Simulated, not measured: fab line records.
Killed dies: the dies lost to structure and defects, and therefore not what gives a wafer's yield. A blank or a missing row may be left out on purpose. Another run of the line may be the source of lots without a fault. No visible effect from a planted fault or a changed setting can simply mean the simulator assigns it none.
Split-lot study || flow n5_finfet || 7 lots, 21 wafers read, on a route of 1938 steps

ABOUT THE SPLIT
At N5_BEOL_M14_ETCH_68 (etches SOC in N2/H2, time 450 s), the setting time_s was moved away from the recipe's 450 s on 8 of the 21 wafers read, by -12.7% to +19.4%. This setting was run at the recipe's value on the other wafers.

The split's own step is where the reading is taken.

THE READING
SiARC_of_BEOL_M14_COAT_66.thk_nm (the simulator's own value, which no gauge read), in nm, at N5_BEOL_M14_ETCH_68 (etches SOC in N2/H2, time 450 s). The file gives no usual value for it. Across the 13 wafers here that went through the recipe, the average is 65.8 nm and the standard deviation 0.71 nm.

{"wafer": "L075.3", "tool, chamber at the split": "rie_diel-04, 2", "time_s as run, s": 450, "against the recipe": "recipe", "SiARC_of_BEOL_M14_COAT_66.thk_nm, nm": 66, "against lot-mates on the recipe": "-"}
{"wafer": "L075.4", "tool, chamber at the split": "rie_diel-04, 2", "time_s as run, s": 534.6, "against the recipe": "+18.8%", "SiARC_of_BEOL_M14_COAT_66.thk_nm, nm": 57.8, "against lot-mates on the recipe": -8.8}
{"wafer": "L075.6", "tool, chamber at the split": "rie_diel-04, 0", "time_s as run, s": 450, "against the recipe": "recipe", "SiARC_of_BEOL_M14_COAT_66.thk_nm, nm": 67.2, "against lot-mates on the recipe": "-"}
{"wafer": "L078.3", "tool, chamber at the split": "rie_diel-02, 1", "time_s as run, s": 500.5, "against the recipe": "+11.2%", "SiARC_of_BEOL_M14_COAT_66.thk_nm, nm": 60.8, "against lot-mates on the recipe": -5.8}
{"wafer": "L078.4", "tool, chamber at the split": "rie_diel-02, 0", "time_s as run, s": 500.5, "against the recipe": "+11.2%", "SiARC_of_BEOL_M14_COAT_66.thk_nm, nm": 62, "against lot-mates on the recipe": -4.6}
{"wafer": "L078.6", "tool, chamber at the split": "rie_diel-02, 2", "time_s as run, s": 450, "against the recipe": "recipe", "SiARC_of_BEOL_M14_COAT_66.thk_nm, nm": 66.6, "against lot-mates on the recipe": "-"}
{"wafer": "L079.3", "tool, chamber at the split": "rie_diel-04, 1", "time_s as run, s": 450, "against the recipe": "recipe", "SiARC_of_BEOL_M14_COAT_66.thk_nm, nm": 65.8, "against lot-mates on the recipe": "-"}
{"wafer": "L079.4", "tool, chamber at the split": "rie_diel-04, 2,1", "time_s as run, s": 450, "against the recipe": "recipe", "SiARC_of_BEOL_M14_COAT_66.thk_nm, nm": 66, "against lot-mates on the recipe": "-"}
{"wafer": "L079.6", "tool, chamber at the split": "rie_diel-04, 2,1", "time_s as run, s": 450, "against the recipe": "recipe", "SiARC_of_BEOL_M14_COAT_66.thk_nm, nm": 66, "against lot-mates on the recipe": "-"}
{"wafer": "L080.1", "tool, chamber at the split": "rie_diel-04, 3", "time_s as run, s": 450, "against the recipe": "recipe", "SiARC_of_BEOL_M14_COAT_66.thk_nm, nm": 66.2, "against lot-mates on the recipe": "-"}
{"wafer": "L080.2", "tool, chamber at the split": "rie_diel-04, 0", "time_s as run, s": 416.1, "against the recipe": "-7.5%", "SiARC_of_BEOL_M14_COAT_66.thk_nm, nm": 69.6, "against lot-mates on the recipe": "+3.9"}
{"wafer": "L080.4", "tool, chamber at the split": "rie_diel-04, 2", "time_s as run, s": 450, "against the recipe": "recipe", "SiARC_of_BEOL_M14_COAT_66.thk_nm, nm": 65.2, "against lot-mates on the recipe": "-"}
{"wafer": "L086.2", "tool, chamber at the split": "rie_diel-04, 1", "time_s as run, s": 450, "against the recipe": "recipe", "SiARC_of_BEOL_M14_COAT_66.thk_nm, nm": 65, "against lot-mates on the recipe": "-"}
{"wafer": "L086.3", "tool, chamber at the split": "rie_diel-04, 3", "time_s as run, s": 450, "against the recipe": "recipe", "SiARC_of_BEOL_M14_COAT_66.thk_nm, nm": 66, "against lot-mates on the recipe": "-"}
{"wafer": "L086.5", "tool, chamber at the split": "rie_diel-04, 1", "time_s as run, s": 450, "against the recipe": "recipe", "SiARC_of_BEOL_M14_COAT_66.thk_nm, nm": 64.4, "against lot-mates on the recipe": "-"}
{"wafer": "L090.1", "tool, chamber at the split": "rie_diel-05, 1", "time_s as run, s": 537.5, "against the recipe": "+19.4%", "SiARC_of_BEOL_M14_COAT_66.thk_nm, nm": 57.4, "against lot-mates on the recipe": "no lot-mate on the recipe"}
{"wafer": "L090.4", "tool, chamber at the split": "rie_diel-05, 2", "time_s as run, s": 537.5, "against the recipe": "+19.4%", "SiARC_of_BEOL_M14_COAT_66.thk_nm, nm": 56, "against lot-mates on the recipe": "no lot-mate on the recipe"}
{"wafer": "L090.6", "tool, chamber at the split": "rie_diel-05, 1", "time_s as run, s": 537.5, "against the recipe": "+19.4%", "SiARC_of_BEOL_M14_COAT_66.thk_nm, nm": 56.8, "against lot-mates on the recipe": "no lot-mate on the recipe"}
{"wafer": "L093.1", "tool, chamber at the split": "rie_diel-02, 1", "time_s as run, s": 392.8, "against the recipe": "-12.7%", "SiARC_of_BEOL_M14_COAT_66.thk_nm, nm": 70.8, "against lot-mates on the recipe": "+5.4"}
{"wafer": "L093.2", "tool, chamber at the split": "rie_diel-02, 3", "time_s as run, s": 450, "against the recipe": "recipe", "SiARC_of_BEOL_M14_COAT_66.thk_nm, nm": 65, "against lot-mates on the recipe": "-"}
{"wafer": "L093.6", "tool, chamber at the split": "rie_diel-02, 3", "time_s as run, s": 450, "against the recipe": "recipe", "SiARC_of_BEOL_M14_COAT_66.thk_nm, nm": 65.8, "against lot-mates on the recipe": "-"}
When a row names more than one chamber, that row covers several wafers, and the file does not tell which wafer ran in which chamber.

THE FIT
A straight line over all 21 wafers: SiARC_of_BEOL_M14_COAT_66.thk_nm changes by -0.444 nm for each +1% of time_s; r = -0.98; the points scatter about the line by 0.73 nm.
The same after taking each lot's own level away (the mean of its wafers on the recipe; 18 wafers): -0.461 nm for each +1%; r = -0.99; scatter 0.5 nm.
The reading moves by 9 nm for the largest change in time_s, on that fit.
From 65.13 to 66.60 nm: that is the span of the lots' own levels, equal to 2.1 times the standard deviation above.
Hence the lot-to-lot level has little effect on the slope; both slopes agree.
Check: for one of the wafers moved furthest among these (+18.8%), held out of the fit, the line's prediction against its lot-mates is -8.59 nm. It came out at -8.8 nm against them.

OTHER SPLITS ON THESE WAFERS
Other splits were also applied to these wafers ahead of the reading. Each is held against what the fit with the lots' levels taken away leaves over:
{"other split on the same wafers": "N5_BEOL_M13_ETCH_59 time_s", "wafers away from the commonest value": 5, "r with SiARC_of_BEOL_M14_COAT_66.thk_nm (lot level and that fit taken away)": -0.31}

THE FILE'S OWN FIT
SiARC_of_BEOL_M14_COAT_66.thk_nm changes by -0.461 nm for each +1% of time_s, r = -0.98.
